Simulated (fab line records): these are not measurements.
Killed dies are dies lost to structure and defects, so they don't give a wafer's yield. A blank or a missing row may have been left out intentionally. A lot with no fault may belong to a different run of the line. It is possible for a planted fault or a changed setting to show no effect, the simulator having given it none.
fab line records    flow n5-finfet
[record] lots = 6  wafers = 17  last-day = 20
route steps=1938 shown BEOL_M2@914 BEOL_M4@1111 PASSIVATION@1936
lots that met no fault: taken from a fault-free run of the same line
start-h: hours from the record's first day to the start of the lot's first wafer shown    wait-h: hours from the lot's prior step to this one    " the same as in the row above    L1.1+2: several wafers, shown together as one row    - either no value or no given start    * or withheld: withheld    < > ~ a bound
route shown NAME@n: names a module that has steps shown in the file, with the first one's number in the route    usual: mean/standard deviation taken from wafers without a fault    same: alike in all rows    chamber/n: place in a boat    sites: per-site readings    _std_site: standard deviation across them    _edge_site: mean of outer sites minus mean of inner sites    radius-mm: for every site, how far away it sits from the centre of the wafer    mask NAME#n: copy n    behind: the last tool/chamber to shape the wafer    hold: reason for holding the lot/hours on hold/outcome of the hold    device: transistor that didn't switch, given as n, p or np    end of line: tests run on the same wafers once the route is complete    for a step that has no rows: nothing shown but its recipe    killed: at the first sort, the dies lost to defects and structure; wafer yield is something else    map: shows each die of a wafer: x if killed, . if not, _ if none is there
set.NAME: the setting the step ran with; set.NAME@STEP: the setting that earlier step ran with    model.NAME: the simulator's own value behind a step, which no gauge read
lots at selected steps of the route; one table per step, one row per wafer
services: the hour from which a tool's chamber was out of use, counted from the record's first day as start-h (under 0 if before that day), plus the number of hours and why
[[steps]]
[step N5_BEOL_M2_SPUTTER_90]
[recipe] material = Cu  target-thk-a = 45  temp-c = -20  chamber-pressure-pa = 0.07  power-w = withheld  time-s = 8.29
[step N5_BEOL_M2_ANNEAL_91]
[recipe] temp-c = 400  time-s = 240  ambient = vacuum
[step N5_BEOL_M2_SPUTTER_92]
[recipe] material = Cu  target-thk-a = 45  temp-c = -20  chamber-pressure-pa = 0.07  power-w = withheld  time-s = 8.29
[usual] chuck-sensor-temp-C = -15.8/0.38  substrate-temp-c = -20.01/0.099  throttle-valve-pct = 29.5/0.89
lot.wafer  tool            chamber  start-h  wait-h  chuck-sensor-temp-C  substrate-temp-c  throttle-valve-pct
L133.3     pvd-sputter-02  -        167.92   0.1     -16.3                -20.00            30.0
L133.5     "               -        "        "       -15.1                -19.94            27.7
L133.6     "               -        "        "       -16.0                -20.00            29.0
L135.2     pvd-sputter-02  -        176.73   0.1     -15.6                -19.93            30.5
L135.3     "               -        "        "       -16.2                -19.95            29.2
L142.1     pvd-sputter-02  -        229.09   0.1     -15.7                -20.03            30.1
L142.2     "               -        "        "       -16.3                -19.88            29.8
L142.5     "               -        "        "       -15.4                -19.96            27.9
L146.1     pvd-sputter-02  -        275.38   0.1     -15.3                -20.08            27.9
L146.4     "               -        "        "       -16.2                -20.08            29.5
L146.6     "               -        "        "       -15.2                -20.17            27.5
L148.1     pvd-sputter-01  -        281.04   0.1     -15.9                -20.03            29.9
L148.2     "               -        "        "       -15.4                -20.04            29.1
L148.5     "               -        "        "       -16.2                -20.02            30.1
L150.2     pvd-sputter-02  -        315.97   0.1     -15.5                -19.90            30.1
L150.4     "               -        "        "       -15.3                -20.14            27.8
L150.5     "               -        "        "       -16.2                -20.02            30.3
[step N5_BEOL_M2_ANNEAL_93]
[recipe] temp-c = 400  time-s = 240  ambient = vacuum
[usual] heater-power-w = 843/82
lot.wafer  tool            chamber  start-h  wait-h  heater-power-w
L133.3     pvd-sputter-02  -        168.00   0.0     769
L133.5     "               -        "        "       781
L133.6     "               -        "        "       862
L135.2     pvd-sputter-02  -        176.81   0.0     965
L135.3     "               -        "        "       865
L142.1     pvd-sputter-02  -        229.17   0.0     939
L142.2     "               -        "        "       745
L142.5     "               -        "        "       822
L146.1     pvd-sputter-02  -        275.46   0.0     814
L146.4     "               -        "        "       836
L146.6     "               -        "        "       789
L148.1     pvd-sputter-01  -        281.12   0.0     689
L148.2     "               -        "        "       865
L148.5     "               -        "        "       755
L150.2     pvd-sputter-02  -        316.05   0.0     959
L150.4     "               -        "        "       790
L150.5     "               -        "        "       748
[step N5_BEOL_M2_SPUTTER_94]
[recipe] material = Cu  target-thk-a = 45  temp-c = -20  chamber-pressure-pa = 0.07  power-w = withheld  time-s = 8.29
[usual] chuck-sensor-temp-C = -15.9/0.4  substrate-temp-c = -20.00/0.11  throttle-valve-pct = 29.5/0.9
lot.wafer  tool            chamber  start-h  wait-h  chuck-sensor-temp-C  substrate-temp-c  throttle-valve-pct
L133.3     pvd-sputter-02  -        168.14   0.1     -16.4                -20.06            30.2
L133.5     "               -        "        "       -15.3                -20.02            27.7
L133.6     "               -        "        "       -16.3                -19.93            29.3
L135.2     pvd-sputter-02  -        176.95   0.1     -15.7                -20.13            30.2
L135.3     "               -        "        "       -16.3                -20.22            28.9
L142.1     pvd-sputter-02  -        229.31   0.1     -15.5                -20.01            30.2
L142.2     "               -        "        "       -16.5                -20.00            30.1
L142.5     "               -        "        "       -15.4                -20.02            27.8
L146.1     pvd-sputter-02  -        275.60   0.1     -15.2                -20.09            27.7
L146.4     "               -        "        "       -16.3                -19.82            29.2
L146.6     "               -        "        "       -15.3                -20.26            27.7
L148.1     pvd-sputter-01  -        281.26   0.1     -15.8                -19.94            29.9
L148.2     "               -        "        "       -15.3                -20.16            29.0
L148.5     "               -        "        "       -16.0                -20.05            29.8
L150.2     pvd-sputter-02  -        316.19   0.1     -15.6                -19.80            30.3
L150.4     "               -        "        "       -15.4                -20.04            27.9
L150.5     "               -        "        "       -16.4                -19.96            30.0
[step N5_BEOL_M2_ANNEAL_95]
[recipe] temp-c = 400  time-s = 240  ambient = vacuum
[step N5_BEOL_M2_SPUTTER_96]
[recipe] material = Cu  target-thk-a = 45  temp-c = -20  chamber-pressure-pa = 0.07  power-w = withheld  time-s = 8.29
[step N5_BEOL_M2_ECD_50]
[recipe] material = Cu  target-thk-a = 3000
[step N5_BEOL_M2_ANNEAL_51]
[recipe] temp-c = 225  time-s = 90  ambient = N2
[step N5_BEOL_M2_CMP_52]
[recipe] stop-on = SiOC  t-overpolish-s = 6.8  down-force-psi = 1  platen-rpm = 50  clearing-platen-down-force-psi = 1.5  clearing-platen-rpm = 50  post-cmp-clean = cu-alkaline  target-thk-nm = 40  clearing-platen-pad-velocity-m-s = 0.99484  pad-velocity-m-s = 0.99484
[usual] barrier-field-endpoint-s = 24.9/0.84  motor-current-A = 6.1/0.51  overpolish-run-s = 6.799/0.009  platen-rpm = 50.00/0.032  slurry-flow-ml-min = 150.0/0.44  time-to-endpoint-s = 64/4.5
lot.wafer  tool    chamber  start-h  wait-h  barrier-field-endpoint-s  motor-current-A  overpolish-run-s  platen-rpm  slurry-flow-ml-min  time-to-endpoint-s
L133.3     cmp-03  2        168.90   0.2     25.5                      7.0              6.809             50.02       150.2               69
L133.5     "       1        "        "       24.8                      6.3              6.817             49.98       150.5               62
L133.6     "       2        "        "       25.9                      6.6              6.804             50.03       150.3               70
L135.2     cmp-04  0        178.53   0.2     23.1                      5.2              6.791             50.02       150.3               56
L135.3     "       1        "        "       23.6                      6.5              6.801             50.00       150.1               62
L142.1     cmp-03  0        230.02   0.3     23.5                      6.5              6.796             50.02       150.0               55
L142.2     "       2        "        "       25.6                      6.7              6.792             49.99       150.3               66
L142.5     "       0        "        "       23.5                      6.0              6.815             49.98       149.3               53
L146.1     cmp-04  1        276.35   0.3     24.9                      6.6              6.797             50.01       150.0               63
L146.4     "       2        "        "       25.6                      5.3              6.804             50.00       150.0               67
L146.6     "       0        "        "       24.4                      5.2              6.810             50.02       149.8               58
L148.2     cmp-04  3        282.41   0.2     27.1                      6.7              6.798             50.05       150.3               71
L148.1     "       0        "        "       24.9                      5.3              6.802             50.00       150.3               63
L148.5     "       3        "        "       26.6                      6.2              6.791             50.07       150.0               73
L150.2     cmp-04  2        316.91   0.2     25.7                      5.3              6.797             49.94       148.9               66
L150.4     "       3        "        "       26.3                      6.7              6.802             50.02       150.0               68
L150.5     "       2        "        "       25.9                      5.3              6.787             49.94       149.6               67
[step N5_BEOL_M2_THK_MEAS_53]
[recipe] thk-meas-gauge = xrf  reads = Cu_of_BEOL_M2_ECD_50
[usual] M2_THK = 41.0/2
lot.wafer  tool           chamber  start-h  wait-h  M2_THK[nm]
L133.3     film-metro-01  -        169.15   -       44.4
L133.5     "              -        "        "       40.9
L133.6     "              -        "        "       43.4
L135.2     film-metro-02  -        178.79   -       41.9
L135.3     "              -        "        "       43.9
L142.1     film-metro-01  -        230.32   -       39.4
L142.2     "              -        "        "       44.5
L142.5     "              -        "        "       38.9
L146.1     film-metro-01  -        276.61   -       40.5
L146.4     "              -        "        "       39.6
L146.6     "              -        "        "       36.8
L148.1     film-metro-02  -        282.67   -       41.7
L148.2     "              -        "        "       41.2
L148.5     "              -        "        "       43.2
L150.2     film-metro-02  -        317.21   -       42.4
L150.4     "              -        "        "       41.6
L150.5     "              -        "        "       40.1
[step N5_BEOL_M2_PRE_CLEAN_60]
[recipe] gas = NH3/H2  time-s = 15  temp-c = *  rf-power-w = 300
[usual] heater-power-w = 76/15
lot.wafer  tool       chamber  start-h  wait-h  heater-power-w
L133.3     cvd-co-01  1        169.19   0.0     70
L133.5     "          0        "        "       87
L133.6     "          1        "        "       69
L135.2     cvd-co-01  1        178.83   0.0     71
L135.3     "          0        "        "       89
L142.1     cvd-co-02  2        230.35   0.0     92
L142.2     "          0        "        "       71
L142.5     "          0        "        "       73
L146.1     cvd-co-02  1        276.64   0.0     90
L146.4     "          0        "        "       71
L146.6     "          1        "        "       90
L148.1     cvd-co-01  1        282.72   0.0     70
L148.2     "          0        "        "       91
L148.5     "          1        "        "       72
L150.2     cvd-co-01  2        317.24   0.0     51
L150.4     "          1        "        "       71
L150.5     "          2        "        "       51
[step N5_BEOL_M2_CO_CAP_55]
[recipe] material = Co  target-thk-a = 20  temp-c = 200  precursor = CCTBA/H2  pressure-torr = 30  time-s = 102.1
[usual] heater-power-w = 224/19  run-length-s = 124.9/0.72
lot.wafer  tool       chamber  start-h  wait-h  heater-power-w  run-length-s  model.Co_of_BEOL_M2_CO_CAP_55.thk-nm
L133.3     cvd-co-01  1        169.23   0.0     220             164.0         2.8
L133.5     "          0        "        "       237             124.9         1.8
L133.6     "          1        "        "       214             125.0         2
L135.2     cvd-co-01  1        178.87   0.0     218             163.6         2.8
L135.3     "          0        "        "       240             164.2         2.6
L142.1     cvd-co-02  2        230.41   0.0     243             124.0         2
L142.2     "          0        "        "       216             126.4         2.2
L142.5     "          0        "        "       216             125.3         2.2
L146.1     cvd-co-02  1        276.68   0.0     245             126.3         2.2
L146.4     "          0        "        "       221             125.4         2
L146.6     "          1        "        "       239             125.5         2
L148.1     cvd-co-01  1        282.76   0.0     218             125.1         2.2
L148.2     "          0        "        "       245             125.3         2
L148.5     "          1        "        "       219             125.0         2.2
L150.2     cvd-co-01  2        317.28   0.0     194             124.3         2
L150.4     "          1        "        "       219             125.2         2
L150.5     "          2        "        "       193             124.5         1.8
[step N5_BEOL_M2_PRE_CLEAN_56]
[recipe] gas = NH3  time-s = 15  temp-c = withheld  rf-power-w = 300
[step N5_BEOL_M4_RC_MEAS_101]
[usual] DIBL_N = 36.3/1.9  DIBL_P = 36.6/2.4  IOFF_N = 0.17/0.037  IOFF_P = 0.23/0.04  ION_N = 682/14  ION_P = 468/8.6  SS_N = 71.6/0.67  SS_P = 73.4/0.71  VT_N = 248/3.3  VT_P = -248.9/2.9
lot.wafer  tool       chamber  start-h  wait-h  DIBL_N[mV/V]  DIBL_P[mV/V]  IOFF_N[nA/um]  IOFF_P[nA/um]  ION_N[uA/um]  ION_P[uA/um]  SS_N[mV/dec]  SS_P[mV/dec]  VT_N[mV]  VT_P[mV]
L133.3     prober-02  0        204.75   0.3     36.3          37.9          0.16           0.22           685           472           70.8          73.6          249       -251.1
L133.5     "          0        "        "       36.2          37.1          0.14           0.19           690           464           71.1          72.7          253       -253.1
L133.6     "          0        "        "       37.6          39.6          0.18           0.24           679           464           71.3          74.1          248       -250.8
L135.2     prober-02  0        219.78   0.2     36.9          37.4          0.19           0.24           688           475           71.6          73.6          247       -247.5
L135.3     "          0        "        "       32.2          31.9          0.11           0.16           664           462           70.7          72.1          255       -252.8
L142.1     prober-02  0        286.60   0.0     37.9          38.6          0.23           0.32           692           480           71.9          74.1          243       -243.4
L142.2     "          0        "        "       37.5          37.6          0.23           0.31           723           495           71.3          73.8          241       -240.6
L142.5     "          0        "        "       34.9          34.5          0.16           0.25           675           468           71.0          72.8          246       -244.3
L146.1     prober-02  0        331.91   0.0     37.4          37.1          0.17           0.21           676           461           71.5          72.9          247       -250.8
L146.4     "          0        "        "       37.4          35.6          0.18           0.20           674           461           72.4          72.9          245       -251.6
L146.6     "          0        "        "       35.4          34.7          0.14           0.18           665           455           71.6          72.2          250       -253.6
L148.1     prober-01  0        351.86   0.0     38.4          36.5          0.20           0.27           710           486           72.1          73.9          243       -245.1
L148.2     "          0        "        "       34.1          31.7          0.11           0.19           653           459           72.2          73.1          255       -246.3
L148.5     "          0        "        "       36.0          34.0          0.15           0.22           692           477           71.7          73.9          249       -246.4
L150.2     prober-02  0        356.60   0.2     35.5          35.5          0.17           0.21           673           468           71.1          73.4          250       -249.7
L150.4     "          0        "        "       38.6          39.7          0.26           0.28           701           475           72.0          74.4          243       -246.8
L150.5     "          0        "        "       34.1          34.7          0.16           0.20           678           471           70.9          74.0          249       -251.5
[step N5_PASSIVATION_PROBE_49]
[usual] defect-limited-yield = 91.2/1.5  killed_at_M0_to_M3 = 35/12  killed_at_M4_up = 14/5.1  killed-at-contacts = 13/6  killed-at-front-end = 38/12  killed-at-other = 4/3.5  killed-dies = 104/18  killed-on-rim = 13/3.7  killed-open = 68/13  killed-short = 33/8.1  sort_bin_4_leakage = 0.00/0.044  sort_bin_5_function = 5.2/1  sort_bin_6_memory = 3.2/0.69  sort-n-pass = 1076/18  sort-yield-pct = 91.2/1.5
[same] gross-dies = 1180  killed-at-back-side = 0  sort_bin_8_speed[%] = 0
lot.wafer  tool       chamber  start-h  wait-h  defect-limited-yield[%]  killed_at_M0_to_M3  killed_at_M4_up  killed-at-contacts  killed-at-front-end  killed-at-other  killed-dies  killed-on-rim  killed-open  killed-short  sort_bin_4_leakage[%]  sort_bin_5_function[%]  sort_bin_6_memory[%]  sort-n-pass  sort-yield-pct[%]
L133.3     prober-01  -        329.45   0.1     92.5                     46                  8                4                   25                   5                88           13             57           31            0                      4.6                     2.8                   1092         92.5
L133.5     prober-01  -        329.55   0.2     92.6                     33                  10               16                  27                   1                87           12             64           23            0                      4.4                     2.5                   1093         92.6
L133.6     prober-01  -        329.60   0.3     93.7                     24                  14               12                  19                   5                74           8              54           20            0                      3.6                     2.1                   1106         93.7
L135.2     prober-01  -        333.35   0.1     87.0                     44                  12               15                  79                   3                153          24             98           36            0                      6.8                     4.9                   1027         87.0
L135.3     prober-01  -        333.40   0.1     91.1                     39                  8                12                  44                   2                105          15             69           33            0                      5.4                     3.3                   1075         91.1
L142.1     prober-01  -        380.78   0.0     90.1                     44                  17               2                   50                   4                117          18             75           42            0                      6.4                     3.1                   1063         90.1
L142.2     prober-01  -        380.83   0.1     92.0                     33                  15               14                  30                   2                94           8              63           29            0                      4.9                     2.7                   1086         92.0
L142.5     prober-01  -        380.98   0.2     93.0                     23                  22               6                   30                   2                83           16             58           23            0                      3.8                     2.9                   1097         93.0
L146.1     prober-01  -        433.12   0.0     92.0                     24                  15               11                  37                   7                94           18             70           24            0                      4.7                     3.1                   1086         92.0
L146.4     prober-01  -        433.27   0.2     91.8                     26                  14               6                   49                   2                97           9              62           35            0                      5.1                     2.7                   1083         91.8
L146.6     prober-01  -        433.37   0.3     91.0                     44                  10               11                  40                   1                106          18             75           31            0                      5.9                     2.5                   1074         91.0
L148.1     prober-02  -        460.70   0.0     91.2                     27                  15               15                  45                   2                104          15             56           47            0                      5.3                     3.1                   1076         91.2
L148.2     prober-02  -        460.75   0.1     90.0                     30                  21               7                   58                   2                118          19             78           39            0                      5.3                     4.2                   1062         90.0
L148.5     prober-02  -        460.90   0.2     89.5                     29                  8                8                   78                   1                124          17             73           43            0                      5.4                     4.0                   1056         89.5
L150.2     prober-02  -        468.87   0.1     89.5                     53                  21               21                  29                   0                124          18             78           45            0                      6.4                     3.7                   1056         89.5
L150.4     prober-02  -        468.97   0.2     92.2                     37                  18               7                   30                   0                92           13             58           33            0.08                   4.8                     2.8                   1087         92.1
L150.5     prober-02  -        469.02   0.2     92.7                     33                  15               13                  21                   4                86           13             58           27            0                      4.4                     2.6                   1094         92.7
// killed by level:class
L133.3 BEOL_M3:geometric-particle:open=11 BEOL_M0_SAQP:geometric-particle:short=8 BEOL_M1:geometric-particle:open=8 BEOL_M2:geometric-particle:open=8 FIN_SAQP:geometric-particle:short=5 BEOL_M0_SAQP:geometric-particle:open=5 FIN_SAQP:geometric-particle:open=4 STI_FIN_REVEAL:geometric-particle:open=4
L133.5 BEOL_M0_SAQP:geometric-particle:open=15 MOL_CONTACT_COAG:geometric-particle:open=10 BEOL_M3:geometric-particle:open=9 DUMMY_GATE:geometric-particle:open=7 MOL_CONTACT_COAG:geometric-particle:short=6 STI_FIN_REVEAL:geometric-particle:open=5 DUMMY_GATE:geometric-particle:short=3 BEOL_M0_SAQP:geometric-particle:short=3
L133.6 MOL_CONTACT_COAG:geometric-particle:open=10 BEOL_M0_SAQP:geometric-particle:open=6 BEOL_M4:geometric-particle:open=6 FIN_SAQP:geometric-particle:open=4 GATE_CUT:geometric-particle:short=4 BEOL_M2:geometric-particle:open=4 BEOL_M3:geometric-particle:open=4 BEOL_M1:geometric-particle:open=3
L135.2 FIN_SAQP:geometric-particle:open=23 BEOL_M2:geometric-particle:open=18 MOL_CONTACT_COAG:geometric-particle:open=13 FIN_SAQP:geometric-particle:short=10 HKMG_FIN:area-etch=9 FIN_CUT:area-etch=9 BEOL_M1:geometric-particle:open=8 GATE_CUT:geometric-particle:short=7
L135.3 FIN_SAQP:geometric-particle:open=11 BEOL_M0_SAQP:geometric-particle:short=10 MOL_CONTACT_COAG:geometric-particle:open=9 BEOL_M0_SAQP:geometric-particle:open=7 BEOL_M2:geometric-particle:open=7 STI_FIN_REVEAL:geometric-particle:open=6 BEOL_M1:geometric-particle:open=6 STARTING-WAFER:geometric-particle:short=5
L142.1 FIN_SAQP:geometric-particle:short=14 STI_FIN_REVEAL:geometric-particle:open=13 BEOL_M2:geometric-particle:open=12 BEOL_M3:geometric-particle:open=9 BEOL_M4:geometric-particle:open=9 FIN_SAQP:geometric-particle:open=8 BEOL_M0_SAQP:geometric-particle:short=8 BEOL_M0_SAQP:geometric-particle:open=6
L142.2 MOL_CONTACT_COAG:geometric-particle:open=11 BEOL_M3:geometric-particle:open=9 BEOL_M4:geometric-particle:open=8 STI_FIN_REVEAL:geometric-particle:open=7 BEOL_M0_SAQP:geometric-particle:short=7 FIN_SAQP:geometric-particle:short=6 BEOL_M2:geometric-particle:open=6 STARTING-WAFER:geometric-particle:open=6
L142.5 BEOL_M3:geometric-particle:open=8 BEOL_M4:geometric-particle:open=8 FIN_SAQP:geometric-particle:short=7 STI_FIN_REVEAL:geometric-particle:open=7 BEOL_M0_SAQP:geometric-particle:short=6 BEOL_M5:geometric-particle:open=6 FIN_SAQP:geometric-particle:open=5 MOL_CONTACT_COAG:geometric-particle:open=4
L146.1 FIN_SAQP:geometric-particle:open=15 BEOL_M2:geometric-particle:open=11 MOL_CONTACT_COAG:geometric-particle:open=10 FIN_SAQP:geometric-particle:short=6 BEOL_M4:geometric-particle:open=6 STI_FIN_REVEAL:geometric-particle:open=4 MIM_BOT:geometric-particle:short=4 DUMMY_GATE:geometric-particle:open=3
L146.4 FIN_SAQP:geometric-particle:short=17 FIN_SAQP:geometric-particle:open=14 BEOL_M2:geometric-particle:open=10 STI_FIN_REVEAL:geometric-particle:open=7 MOL_CONTACT_COAG:geometric-particle:open=6 BEOL_M4:geometric-particle:open=5 BEOL_M5:geometric-particle:open=5 STI_FIN_REVEAL:geometric-particle:short=3
L146.6 FIN_SAQP:geometric-particle:open=18 BEOL_M2:geometric-particle:open=11 BEOL_M1:geometric-particle:open=10 MOL_CONTACT_COAG:geometric-particle:open=9 BEOL_M0_SAQP:geometric-particle:open=8 FIN_SAQP:geometric-particle:short=7 BEOL_M0_SAQP:geometric-particle:short=7 STI_FIN_REVEAL:geometric-particle:open=5
L148.1 FIN_SAQP:geometric-particle:short=13 MOL_CONTACT_COAG:geometric-particle:open=9 BEOL_M4:geometric-particle:open=7 BEOL_M2:geometric-particle:open=6 DUMMY_GATE:geometric-particle:open=6 MOL_CONTACT_COAG:geometric-particle:short=6 BEOL_M0_SAQP:geometric-particle:short=6 BEOL_M0_SAQP:geometric-particle:open=6
L148.2 FIN_SAQP:geometric-particle:short=20 FIN_SAQP:geometric-particle:open=11 BEOL_M3:geometric-particle:open=11 BEOL_M2:geometric-particle:open=10 STI_FIN_REVEAL:geometric-particle:open=7 GATE_CUT:geometric-particle:open=5 MOL_CONTACT_COAG:geometric-particle:open=5 BEOL_M4:geometric-particle:open=5
L148.5 FIN_SAQP:geometric-particle:short=19 FIN_SAQP:geometric-particle:open=13 STI_FIN_REVEAL:geometric-particle:open=12 BEOL_M0_SAQP:geometric-particle:open=9 MOL_CONTACT_COAG:geometric-particle:open=7 HKMG_FIN:area-etch=7 BEOL_M0_SAQP:geometric-particle:short=6 BEOL_M2:geometric-particle:open=6
L150.2 MOL_CONTACT_COAG:geometric-particle:open=17 BEOL_M0_SAQP:geometric-particle:short=13 STI_FIN_REVEAL:geometric-particle:open=8 BEOL_M1:geometric-particle:open=8 BEOL_M2:geometric-particle:open=8 BEOL_M4:geometric-particle:open=8 BEOL_M3:geometric-particle:open=7 GATE_CUT:geometric-particle:short=5
L150.4 BEOL_M0_SAQP:geometric-particle:short=9 FIN_SAQP:geometric-particle:short=7 MOL_CONTACT_COAG:geometric-particle:open=7 BEOL_M2:geometric-particle:open=7 BEOL_M4:geometric-particle:open=7 BEOL_M0_SAQP:geometric-particle:open=6 STI_FIN_REVEAL:geometric-particle:open=5 STARTING-WAFER:geometric-particle:open=5
L150.5 BEOL_M0_SAQP:geometric-particle:short=11 MOL_CONTACT_COAG:geometric-particle:open=10 BEOL_M4:geometric-particle:open=10 BEOL_M2:geometric-particle:open=9 STI_FIN_REVEAL:geometric-particle:open=5 GATE_CUT:geometric-particle:short=5 BEOL_M1:geometric-particle:open=4 MOL_CONTACT_COAG:geometric-particle:short=3
[[services]]
tool            chamber  start-h  hours  kind
pvd-sputter-02  -        172.82   0.6    repair
cmp-03          -        180.30   8.3    pm
cmp-03          -        206.50   1.0    repair
cmp-04          -        206.69   4.0    pm
cmp-04          -        210.69   -      consumable-replace:conditioner
cmp-04          -        210.69   -      consumable-replace:pad
cmp-04          -        224.76   4.1    repair
cmp-04          -        228.89   4.2    pm
cvd-co-02       1        229.99   3.3    repair
cmp-03          -        239.85   4.0    pm
cmp-03          -        243.85   -      consumable-replace:conditioner
cmp-03          -        243.85   -      consumable-replace:pad
cmp-04          -        269.19   0.6    repair
cvd-co-01       -        288.06   0.6    repair
pvd-sputter-01  -        292.47   20.0   repair
cvd-co-01       -        293.96   6.3    repair
cmp-03          -        310.79   1.7    repair
[[key]]
[first-sign] step = N5_BEOL_M2_CO_CAP_55  reading = run-length-s  direction = up  sigmas = 54  usual = *  struck = *
effect none on later readings
[model-effect] step = N5_BEOL_M2_CO_CAP_55  value = Co_of_BEOL_M2_CO_CAP_55.thk-nm  without = 1.933  struck = 2.733
met-at N5_BEOL_M2_CO_CAP_55
struck-wafers L133.3,L135.2,L135.3
[fault] kind = process-parameter-drift  tool = cvd-co-01  chamber = -  onset-h = 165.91  steps = N5_BEOL_M2_CO_CAP_55  channel = time-s  offset = *  shape = step  end-h = 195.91  scope = struck-wafers-only  acts-in = *  stated = *
